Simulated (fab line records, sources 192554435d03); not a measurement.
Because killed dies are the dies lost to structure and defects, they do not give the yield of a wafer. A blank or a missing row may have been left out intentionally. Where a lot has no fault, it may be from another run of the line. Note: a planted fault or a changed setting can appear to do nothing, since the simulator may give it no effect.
Split-lot experiment | flow n5-finfet | 21 wafers read across 7 lots, on a route 1938 steps long

## ON THE SPLIT
At N5_BEOL_M7_EXPOSE_08 (exposes mask M7), the setting dose-mj was moved away from the recipe's 68.25 on 3 of the 21 wafers read, by -5.9% to +3.9%. All remaining wafers had this setting at the recipe value.

## FROM THE SPLIT TO THE READING: what the file shows between them, 20 steps
- N5_BEOL_M7_PEB_09: peb time 60 s
- N5_BEOL_M7_DEVELOP_10: develop time 30 s
- N5_BEOL_M7_CD_MEAS_11: target cd 38.5 nm
- N5_BEOL_M7_DESCUM_16: chemistry O2, time 7.9 s
- N5_BEOL_M7_ETCH_61: etches SiARC in CF4, target depth 45.5 nm, time 75.8 s
- N5_BEOL_M7_ETCH_62: etches SOC in N2/H2, target depth 110 nm, overetch 22 nm, time 165 s
- N5_BEOL_M7_STRIP_68: strips in N2/H2
- N5_BEOL_M7_STRIP_67: strips in CF4
- N5_BEOL_M7_HM_OPEN_17: chemistry Cl2/BCl3, target TiN, target depth 20 nm, overetch 6 nm
- N5_BEOL_M7_STRIP_19: strips in O2
- N5_BEOL_M7_CD_MEAS_18: pitch 80 nm, target cd 40 nm
- N5_BEOL_M7_VIA_ETCH_34: etches SiCOH lowk in C4F6/O2, target depth 125.5 nm, time 50.5 s (also split here: source-w)
- N5_BEOL_M7_TRENCH_ETCH_37: etches SiCOH lowk in C4F6/O2, target depth 93.478 nm, time 31.2 s (also split here: source-w)
- N5_BEOL_M7_ETCH_41: etches SiCN in CH3F/O2, target depth 31.9 nm, time 57.8 s
- N5_BEOL_M7_STRIP_80: strips in N2/H2, time 10 s
- N5_BEOL_M7_OCD_MEAS_38
- N5_BEOL_M7_HM_STRIP_39: strips TiN in peroxide tin strip, target depth 25 nm, time 158 s
- N5_BEOL_M7_SRD_40: time 30 s
- N5_BEOL_M7_PRECLEAN_42: cleans in residue remover, time 60 s
- N5_BEOL_M7_SRD_43: time 30 s

## THE READING
Shown in nm: cd-nm at N5_BEOL_M7_CD_MEAS_35, with target cd 40 nm. On this fab line, fault-free wafers typically give 40.0 nm with a standard deviation of 0.58 nm.

wafer  | tool, chamber at the split | dose-mj as run | against the recipe | cd-nm, nm | against lot-mates on the recipe
L074.1 | arfi-scanner-02, 0         | 68.25          | recipe             | 40.0      | -
L074.3 | arfi-scanner-02, 0         | 68.25          | recipe             | 39.9      | -
L074.4 | arfi-scanner-02, 0         | 68.25          | recipe             | 39.6      | -
L079.1 | arfi-scanner-01, 0         | 68.25          | recipe             | 40.6      | -
L079.3 | arfi-scanner-01, 0         | 68.25          | recipe             | 40.7      | -
L079.4 | arfi-scanner-01, 0         | 68.25          | recipe             | 40.2      | -
L078.1 | arfi-scanner-02, 0         | 68.25          | recipe             | 39.9      | -
L078.2 | arfi-scanner-02, 0         | 64.2           | -5.9%              | 37.0      | -2.8
L078.5 | arfi-scanner-02, 0         | 68.25          | recipe             | 39.8      | -
L084.1 | arfi-scanner-02, 0         | 68.25          | recipe             | 39.7      | -
L084.2 | arfi-scanner-02, 0         | 68.25          | recipe             | 40.4      | -
L084.4 | arfi-scanner-02, 0         | 68.25          | recipe             | 39.9      | -
L085.3 | arfi-scanner-03, 0         | 70.88          | +3.9%              | 42.3      | +2.5
L085.4 | arfi-scanner-03, 0         | 68.25          | recipe             | 39.7      | -
L085.5 | arfi-scanner-03, 0         | 68.25          | recipe             | 39.8      | -
L086.1 | arfi-scanner-01, 0         | 68.25          | recipe             | 40.0      | -
L086.3 | arfi-scanner-01, 0         | 68.25          | recipe             | 39.5      | -
L086.5 | arfi-scanner-01, 0         | 68.25          | recipe             | 40.2      | -
L089.3 | arfi-scanner-03, 0         | 70.45          | +3.2%              | 41.3      | +1.6
L089.5 | arfi-scanner-03, 0         | 68.25          | recipe             | 39.3      | -
L089.6 | arfi-scanner-03, 0         | 68.25          | recipe             | 40.1      | -

THE FIT
A straight line over all 21 wafers: cd-nm changes by +0.511 nm for each +1% of dose-mj; r = +0.93; the points scatter about the line by 0.36 nm.
The same after taking each lot's own level away (the mean of its wafers on the recipe; 21 wafers): +0.527 nm for each +1%; r = +0.96; scatter 0.27 nm.
The reading moves by 3.1 nm for the largest change in dose-mj, on that fit.
The span of the lots' own levels, 39.70 to 40.50 nm, comes to 1.4 times the standard deviation stated above.
The two slopes are in agreement: the lot-to-lot level therefore moves the slope only a little.
Check: for one of the wafers moved furthest among these (-5.9%), held out of the fit, the line's prediction against its lot-mates is -3.53 nm. Against them it came out at -2.85 nm.

## THE OTHER SPLITS THESE WAFERS WENT THROUGH
Note: prior to the reading, these wafers also went through further splits. Each is held against what the fit with the lots' levels taken away leaves over:
other split on the same wafers     | wafers away from the commonest value | r with cd-nm (lot level and that fit taken away)
N5_BEOL_M5_COAT_22 spin-rpm        | 7                                    | +0.12
N5_BEOL_M7_VIA_ETCH_34 source-w    | 3                                    | -0.01
N5_BEOL_M7_TRENCH_ETCH_37 source-w | 9                                    | +0.23

## THE WHOLE CHAIN: every reading that the file lists as answering this split, in the file's order
step                  | what it does                                                         | reading                                                               | change (the file's fit)               | r (the file's)
N5_BEOL_M7_CD_MEAS_11 | target cd 38.5 nm                                                    | cd-nm                                                                 | +0.544 nm for each +1% of the setting | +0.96
N5_BEOL_M7_ETCH_61    | etches SiARC in CF4, target depth 45.5 nm, time 75.8 s               | BEOL_M7.cd-offset-nm (the simulator's own value, which no gauge read) | +0.537 nm for each +1% of the setting | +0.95
N5_BEOL_M7_ETCH_62    | etches SOC in N2/H2, target depth 110 nm, overetch 22 nm, time 165 s | BEOL_M7.cd-offset-nm (the simulator's own value, which no gauge read) | +0.495 nm for each +1% of the setting | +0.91
N5_BEOL_M7_HM_OPEN_17 | chemistry Cl2/BCl3, target TiN, target depth 20 nm, overetch 6 nm    | BEOL_M7.cd-offset-nm (the simulator's own value, which no gauge read) | +0.515 nm for each +1% of the setting | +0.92
N5_BEOL_M7_CD_MEAS_18 | pitch 80 nm, target cd 40 nm                                         | cd-nm                                                                 | +0.519 nm for each +1% of the setting | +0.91
N5_BEOL_M7_CD_MEAS_35 | target cd 40 nm                                                      | cd-nm                                                                 | +0.531 nm for each +1% of the setting | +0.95

## THE FILE'S OWN FIT
cd-nm changes by +0.531 nm for each +1% of dose-mj, r = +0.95.
